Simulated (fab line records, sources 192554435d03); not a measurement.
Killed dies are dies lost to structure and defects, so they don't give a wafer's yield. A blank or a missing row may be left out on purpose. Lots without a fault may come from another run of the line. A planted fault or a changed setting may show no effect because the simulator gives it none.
A struck lot beside a sound one | flow n5_finfet | 41 steps out of a route of 1938
Sound: wafers L447.1, L447.3, L447.5. Struck: wafers L438.1, L438.2, L438.6. The cause comes at the end.
At each step with rows: each side's tool, then ch and its chambers, then its first start. Under that, the readings that differ: sound wafers | struck wafers | difference of the means | sigmas: that difference in standard deviations of wafers without a fault.
alike: readings whose means differ by less than 2 such deviations, and words and numbers that are the same on both sides. not compared: withheld readings, readings that some wafer has no value for, bounds like >300 that may hide the same value, and numbers for which the record gives no deviation and whose values overlap.
The two part at a step that has a row with sigmas, a row that says differs or no value, or rows on one side only. Numbers that don't overlap but have no deviation are shown without sigmas and don't part them. A reading that every wafer of one side lacks parts them only if that side has two wafers or more.

first, 9 steps without rows for these wafers: N5_BEOL_M4_ANNEAL_95 (time 240 s); N5_BEOL_M4_SPUTTER_96 (material Cu, target thk 4.5 nm, time 8.29 s); N5_BEOL_M4_ECD_50 (material Cu, target thk 300 nm); N5_BEOL_M4_ANNEAL_51 (time 90 s); N5_BEOL_M4_CMP_52 (polishes, stops on SiOC, t overpolish 6.8 s, target thk 40 nm); N5_BEOL_M4_PRE_CLEAN_60 (time 15 s); N5_BEOL_M4_CO_CAP_55 (material Co, precursor CCTBA/H2, target thk 2 nm, time 102.1 s); N5_BEOL_M4_PRE_CLEAN_56 (time 15 s); N5_BEOL_M4_DEP_57 (deposits SiCN from 3MS/NH3, target thk 8 nm, time 14 s).
N5_BEOL_M4_RC_MEAS_101:
  sound on prober-01 ch 0, day 12 19:57; struck on prober-02 ch 0, day 10 20:58
  alike: DIBL_N, DIBL_P, IOFF_N, IOFF_P, ION_N, ION_P, SS_N, SS_P, VT_N, VT_P
then, 24 steps without rows for these wafers: N5_BEOL_M5_ILD_DEP_00 (deposits SiCOH lowk from DEMS/porogen, target thk 140.64 nm, time 25.9 s); N5_BEOL_M5_CURE_79 (cures SiCOH lowk, time 240 s); N5_BEOL_M5_PECVD_70 (deposits SiO2 from TEOS/O2, target thk 16 nm, time 18 s); N5_BEOL_M5_HM_DEP_02 (deposits TiN, target thk 20 nm); N5_BEOL_M5_COAT_59 (time 60 s, resist thk 60 nm); N5_BEOL_M5_COAT_60 (time 60 s, resist thk 12 nm); N5_BEOL_M5_COAT_71 (time 60 s, resist thk 5 nm); N5_BEOL_M5_COAT_05 (resist thk 30 nm); N5_BEOL_M5_EBR_07; N5_BEOL_M5_SOFTBAKE_06 (time 60 s); N5_BEOL_M5_EXPOSE_08 (exposes mask M5, target cd 28 nm); N5_BEOL_M5_PEB_09 (peb time 60 s); N5_BEOL_M5_DEVELOP_10 (develop time 30 s); N5_BEOL_M5_DESCUM_16 (chemistry O2, time 7 s); N5_BEOL_M5_ETCH_72 (etches underlayer in N2/H2, target depth 6.5 nm, time 5.2 s); N5_BEOL_M5_ETCH_61 (etches SiARC in CF4, target depth 15.6 nm, time 26 s); N5_BEOL_M5_ETCH_62 (etches SOC in N2/H2, target depth 75 nm, overetch 15 nm, time 112.5 s); N5_BEOL_M5_STRIP_63 (strips in N2/H2); N5_BEOL_M5_STRIP_73 (strips in N2/H2); N5_BEOL_M5_STRIP_64 (strips in CF4); N5_BEOL_M5_HM_OPEN_17 (chemistry Cl2/BCl3, target TiN, target depth 20 nm, overetch 6 nm); N5_BEOL_M5_STRIP_19 (strips in O2); N5_BEOL_M5_COAT_65 (time 60 s, resist thk 60 nm); N5_BEOL_M5_COAT_66 (time 60 s, resist thk 12 nm).
N5_BEOL_M10_EXPOSE_08: exposes mask M10.
  sound on arfi_scanner-03 ch 0, day 14 19:47; struck on arfi_scanner-01 ch 0, day 12 19:47
  reading              | sound             | struck            | difference | sigmas
  exposure_dose_mJ_cm2 | 53.73 53.70 53.75 | 67.61 67.56 67.61 | +13.87     | +99 or more
  alike: mask, stage_vel_mm_s
N5_BEOL_M10_CD_MEAS_11: target cd 64.1 nm.
  sound on cd_sem-03 ch 0, day 14 19:54; struck on cd_sem-03 ch 0, day 12 19:55
  reading    | sound          | struck         | difference | sigmas
  cd_nm (nm) | 63.8 64.5 63.8 | 78.4 78.2 78.0 | +14.2      | +30
N5_BEOL_M10_ETCH_61: etches SiARC in CF4, target depth 39 nm, time 65 s.
  sound on rie_diel-01 ch 1,2,3, day 14 20:02; struck on rie_diel-01 ch 0,2, day 12 20:16
  reading                          | sound        | struck       | difference | sigmas
  model.BEOL_M10.cd_offset_nm (nm) | -0.2 0.2 0.2 | 14.8 14.2 14 | +14.3      |
  alike: drypump_motor_current_A, etch_rf_on_time_s, oes_product_au, rf_vpp_V, showerhead_plenum_p_Torr, throttle_valve_pct
  not compared: rf_hours_counter_h
N5_BEOL_M10_HM_OPEN_17: chemistry Cl2/BCl3, target TiN, target depth 20 nm, overetch 6 nm.
  sound on rie_metal-02 ch 0,1, day 14 20:16; struck on rie_metal-02 ch 0,1, day 12 20:29
  reading                          | sound       | struck       | difference | sigmas
  model.BEOL_M10.cd_offset_nm (nm) | 0.2 0.4 0.2 | 14.8 14.4 14 | +14.1      |
  alike: drypump_motor_current_A, oes_product_au, throttle_valve_pct
  not compared: rf_hours_counter_h
N5_BEOL_M10_CD_MEAS_18: pitch 140 nm, target cd 70 nm.
  sound on cd_sem-01, day 14 20:26; struck on cd_sem-03, day 12 20:48
  reading    | sound          | struck         | difference | sigmas
  cd_nm (nm) | 69.8 70.5 70.2 | 85.2 84.2 84.0 | +14.3      | +28
N5_BEOL_M15_RC_MEAS_101:
  the record has rows for the sound wafers here (prober-01 ch 0, day 16 14:26) and none for the struck ones
-- the record jumps here: 2 days lie between the struck wafers' starts before and after (it left off in module BEOL_M15 and takes up again in module PASSIVATION, whose first step shown is number 1936 of the route) --
N5_PASSIVATION_PROBE_49:
  the record has rows for the struck wafers here (prober-02, day 15 00:17) and none for the sound ones

WHERE THEY PART
First at N5_BEOL_M10_EXPOSE_08; last, within this record, at N5_PASSIVATION_PROBE_49.

WHY: what the simulator had put in
Process parameter drift: arfi_scanner-01, from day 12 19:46 on, at N5_BEOL_M10_EXPOSE_08. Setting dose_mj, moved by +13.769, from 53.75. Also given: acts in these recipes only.
